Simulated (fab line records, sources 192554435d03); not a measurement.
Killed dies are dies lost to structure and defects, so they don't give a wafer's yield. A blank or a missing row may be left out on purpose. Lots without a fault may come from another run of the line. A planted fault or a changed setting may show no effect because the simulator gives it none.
A struck lot beside a sound one | flow n5_finfet | 14 steps out of a route of 1938
Sound: wafers L903.1, L903.3, L903.6. Struck: wafers L921.3, L921.4, L921.5. The cause comes at the end.
At each step with rows: each side's tool, then ch and its chambers, then its first start. Under that, the readings that differ: sound wafers | struck wafers | difference of the means | sigmas: that difference in standard deviations of wafers without a fault.
alike: readings whose means differ by less than 2 such deviations, and words and numbers that are the same on both sides. not compared: withheld readings, readings that some wafer has no value for, bounds like >300 that may hide the same value, and numbers for which the record gives no deviation and whose values overlap.
The two part at a step that has a row with sigmas, a row that says differs or no value, or rows on one side only. Numbers that don't overlap but have no deviation are shown without sigmas and don't part them. A reading that every wafer of one side lacks parts them only if that side has two wafers or more.

first, 7 steps without rows for these wafers: N5_SD_EPI_P_SRD_25 (time 30 s); N5_SD_ACTIVATION_RTA_00 (time 0 s); N5_SD_ACTIVATION_LSA_01 (time 0.0008 s); N5_ILD0_LINER_00 (material SiNx, target thk 4 nm, pulse time 1 s, purge time 2 s); N5_ILD0_FCVD_FILL_01 (material SiO2 flowable, target thk 200 nm, time 328.3 s); N5_ILD0_CURE_02 (time 1800 s); N5_ILD0_CMP_03 (polishes, stops on SiNx, t overpolish 1.9 s, target thk 197.38 nm).
N5_ILD0_CMP_07: polishes SiO2 flowable, stops on poly-Si, t overpolish 1.18 s, target thk 138.88 nm.
  sound on cmp-02 ch 0,1,2, day 4 03:20; struck on cmp-01 ch 0,2, day 8 17:59
  no value came back on the struck wafers for edge_zone_pressure_frac, head_pressure_psi (psi), motor_current_A (A); on the sound wafers edge_zone_pressure_frac reads 0.994 1.003 1.009
  reading                                              | sound             | struck            | difference | sigmas
  model.SiNx_of_DUMMY_GATE_HM_DEP_06.thk_nm (nm)       | 0 0 0             | 76.8 76.6 76.8    | +76.7      |
  model.SiO2_flowable_of_ILD0_FCVD_FILL_01.thk_nm (nm) | 138.8 139.8 139.4 | 197.4 197.8 196.8 | +58.0      |
  model.a-Si_of_DUMMY_GATE_CVD_03.thk_nm (nm)          | 67.6 67 66.4      | 72.2 71.2 72.2    | +4.9       |
N5_ILD0_THK_MEAS_08:
  sound on film_metro-01, day 4 03:36; struck on film_metro-01, day 8 18:17
  reading     | sound             | struck            | difference | sigmas
  thk_nm (nm) | 138.4 139.4 139.3 | 197.7 197.7 196.9 | +58.4      | +58
N5_ILD0_PRECLEAN_10: cleans in NF3:NH3, afs cycles 5, time 20 s, sublimation time 60 s.
  sound on remote_plasma-02 ch 1, day 4 03:38; struck on remote_plasma-01 ch 0, day 8 18:32
  reading                                              | sound             | struck          | difference | sigmas
  model.SiO2_flowable_of_ILD0_FCVD_FILL_01.thk_nm (nm) | 120.2 120.8 120.6 | 170.8 171 170.4 | +50.2      |
then, 1 step without rows for these wafers: N5_ILD0_ALD_15 (deposits SiNx, target thk 24 nm, pulse time 1 s, ald cycles 480).
N5_ILD0_CMP_12: polishes SiNx, stops on poly-Si, t overpolish 6 s, target thk 17.67 nm.
  sound on cmp-02 ch 0,2,3, day 4 06:51; struck on cmp-02 ch 0,2,3, day 8 21:28
  reading                                     | sound          | struck         | difference | sigmas
  model.a-Si_of_DUMMY_GATE_CVD_03.thk_nm (nm) | 66.8 66.2 65.8 | 71.6 70.4 71.6 | +4.9       |
  alike: edge_zone_pressure_frac, head_pressure_psi, motor_current_A
N5_BEOL_M4_RC_MEAS_101:
  the record has rows for the sound wafers here (prober-01 ch 0, day 8 18:39) and none for the struck ones
-- the record jumps here: 9 days lie between the struck wafers' starts before and after (it left off in module BEOL_M4 and takes up again in module PASSIVATION, whose first step shown is number 1936 of the route) --
N5_PASSIVATION_PROBE_49:
  the record has rows for the struck wafers here (prober-01, day 17 17:21) and none for the sound ones

WHERE THEY PART
First at N5_ILD0_CMP_07; last, within this record, at N5_PASSIVATION_PROBE_49.

WHY: what the simulator had put in
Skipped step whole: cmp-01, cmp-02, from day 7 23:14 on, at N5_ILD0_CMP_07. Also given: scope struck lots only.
